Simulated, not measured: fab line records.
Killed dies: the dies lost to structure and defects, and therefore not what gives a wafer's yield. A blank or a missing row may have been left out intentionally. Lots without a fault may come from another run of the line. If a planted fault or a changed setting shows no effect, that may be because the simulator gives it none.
Matching of chambers || flow n5Finfet || N5_BEOL_M10_CMP_52 on cmp-04: 4 sister chambers
The step polishes, stops on SiCOH lowk, t overpolish 7 s, target thk 140 nm. 18 wafers are shown with their chamber, then 9 later ones without.

WAFERS, EACH WITH ITS CHAMBER
{"wafer": "L074.2", "chamber": 1, "motorCurrentA (A)": 6.6, "edgeZonePressureFrac": 1.001, "timeToEndpointS (s)": 68.6}
{"wafer": "L074.3", "chamber": 2, "motorCurrentA (A)": 7.2, "edgeZonePressureFrac": 0.995, "timeToEndpointS (s)": 67.4}
{"wafer": "L074.4", "chamber": 0, "motorCurrentA (A)": 5.6, "edgeZonePressureFrac": 0.999, "timeToEndpointS (s)": 67.7}
{"wafer": "L075.1", "chamber": 0, "motorCurrentA (A)": 5.4, "edgeZonePressureFrac": 1.005, "timeToEndpointS (s)": 69.5}
{"wafer": "L075.2", "chamber": 1, "motorCurrentA (A)": 6.2, "edgeZonePressureFrac": 1.005, "timeToEndpointS (s)": 67.7}
{"wafer": "L075.3", "chamber": 3, "motorCurrentA (A)": 4.7, "edgeZonePressureFrac": 1.004, "timeToEndpointS (s)": 68.0}
{"wafer": "L078.4", "chamber": 0, "motorCurrentA (A)": 5.3, "edgeZonePressureFrac": 1.009, "timeToEndpointS (s)": 68.3}
{"wafer": "L078.5", "chamber": 1, "motorCurrentA (A)": 6.5, "edgeZonePressureFrac": 1.004, "timeToEndpointS (s)": 68.8}
{"wafer": "L078.6", "chamber": 0, "motorCurrentA (A)": 5.4, "edgeZonePressureFrac": 1.009, "timeToEndpointS (s)": 68.8}
{"wafer": "L079.2", "chamber": 2, "motorCurrentA (A)": 6.7, "edgeZonePressureFrac": 0.993, "timeToEndpointS (s)": 67.9}
{"wafer": "L079.3", "chamber": 0, "motorCurrentA (A)": 5.3, "edgeZonePressureFrac": 0.997, "timeToEndpointS (s)": 67.1}
{"wafer": "L079.6", "chamber": 0, "motorCurrentA (A)": 5.2, "edgeZonePressureFrac": 1.002, "timeToEndpointS (s)": 66.4}
{"wafer": "L083.3", "chamber": 1, "motorCurrentA (A)": 6.1, "edgeZonePressureFrac": 1.001, "timeToEndpointS (s)": 67.1}
{"wafer": "L083.4", "chamber": 3, "motorCurrentA (A)": 4.5, "edgeZonePressureFrac": 1.004, "timeToEndpointS (s)": 64.7}
{"wafer": "L083.5", "chamber": 0, "motorCurrentA (A)": 5.4, "edgeZonePressureFrac": 0.995, "timeToEndpointS (s)": 64.3}
{"wafer": "L090.2", "chamber": 2, "motorCurrentA (A)": 6.4, "edgeZonePressureFrac": 1.003, "timeToEndpointS (s)": 65.1}
{"wafer": "L090.3", "chamber": 1, "motorCurrentA (A)": 6.5, "edgeZonePressureFrac": 1.000, "timeToEndpointS (s)": 67.1}
{"wafer": "L090.5", "chamber": 3, "motorCurrentA (A)": 4.4, "edgeZonePressureFrac": 0.995, "timeToEndpointS (s)": 66.2}

SIGNATURES, as means of the wafers listed above
{"reading": "motorCurrentA", "chamber 0": 5.371, "chamber 1": 6.380, "chamber 2": 6.767, "chamber 3": 4.533, "scatter within a chamber": 0.216}
{"reading": "edgeZonePressureFrac", "chamber 0": 1.00229, "chamber 1": 1.00220, "chamber 2": 0.99700, "chamber 3": 1.00100, "scatter within a chamber": 0.00477}
{"reading": "timeToEndpointS", "chamber 0": 67.443, "chamber 1": 67.860, "chamber 2": 66.800, "chamber 3": 66.300, "scatter within a chamber": 1.48}
Rule: for a wafer and a chamber, the distance is found by dividing, reading by reading, the gap between the wafer's reading and the chamber's mean by the reading's scatter, squaring, summing and taking the root. If the next closest chamber is less than 2 further off than the closest, the wafer can't be placed; otherwise it belongs to the closest. The scatter is the square root of a quotient: the sum, over the shown wafers, of each reading's squared deviation from its chamber's mean, divided by wafers minus chambers.

WAFERS WITH NO CHAMBER GIVEN
{"wafer": "L091.1", "motorCurrentA (A)": 6.8, "edgeZonePressureFrac": 0.997, "timeToEndpointS (s)": 66.6}
{"wafer": "L091.4", "motorCurrentA (A)": 6.6, "edgeZonePressureFrac": 1.005, "timeToEndpointS (s)": 64.9}
{"wafer": "L091.5", "motorCurrentA (A)": 7.3, "edgeZonePressureFrac": 1.005, "timeToEndpointS (s)": 67.2}
{"wafer": "L093.3", "motorCurrentA (A)": 6.2, "edgeZonePressureFrac": 1.002, "timeToEndpointS (s)": 62.0}
{"wafer": "L093.5", "motorCurrentA (A)": 4.3, "edgeZonePressureFrac": 1.004, "timeToEndpointS (s)": 61.2}
{"wafer": "L093.6", "motorCurrentA (A)": 5.6, "edgeZonePressureFrac": 0.998, "timeToEndpointS (s)": 64.1}
{"wafer": "L095.2", "motorCurrentA (A)": 4.5, "edgeZonePressureFrac": 1.009, "timeToEndpointS (s)": 60.2}
{"wafer": "L095.4", "motorCurrentA (A)": 5.4, "edgeZonePressureFrac": 0.995, "timeToEndpointS (s)": 64.9}
{"wafer": "L095.6", "motorCurrentA (A)": 6.8, "edgeZonePressureFrac": 0.998, "timeToEndpointS (s)": 64.6}

WHICH CHAMBER EACH WENT THROUGH
{"wafer": "L091.1", "from the rows above": 2, "in truth": 2}
{"wafer": "L091.4", "from the rows above": "can't be placed: 2 or 1", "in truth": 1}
{"wafer": "L091.5", "from the rows above": "can't be placed: 2 or 1", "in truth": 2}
{"wafer": "L093.3", "from the rows above": "can't be placed: 1 or 2 or 0", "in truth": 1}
{"wafer": "L093.5", "from the rows above": 3, "in truth": 3}
{"wafer": "L093.6", "from the rows above": "can't be placed: 0 or 1", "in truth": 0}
{"wafer": "L095.2", "from the rows above": 3, "in truth": 3}
{"wafer": "L095.4", "from the rows above": "can't be placed: 0 or 3", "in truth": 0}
{"wafer": "L095.6", "from the rows above": "can't be placed: 2 or 1", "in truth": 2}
Correct placement for 3 of the 9. Cannot be placed on the basis of these rows: 6; the candidates contain the true chamber in 6. 0 placed wrongly.
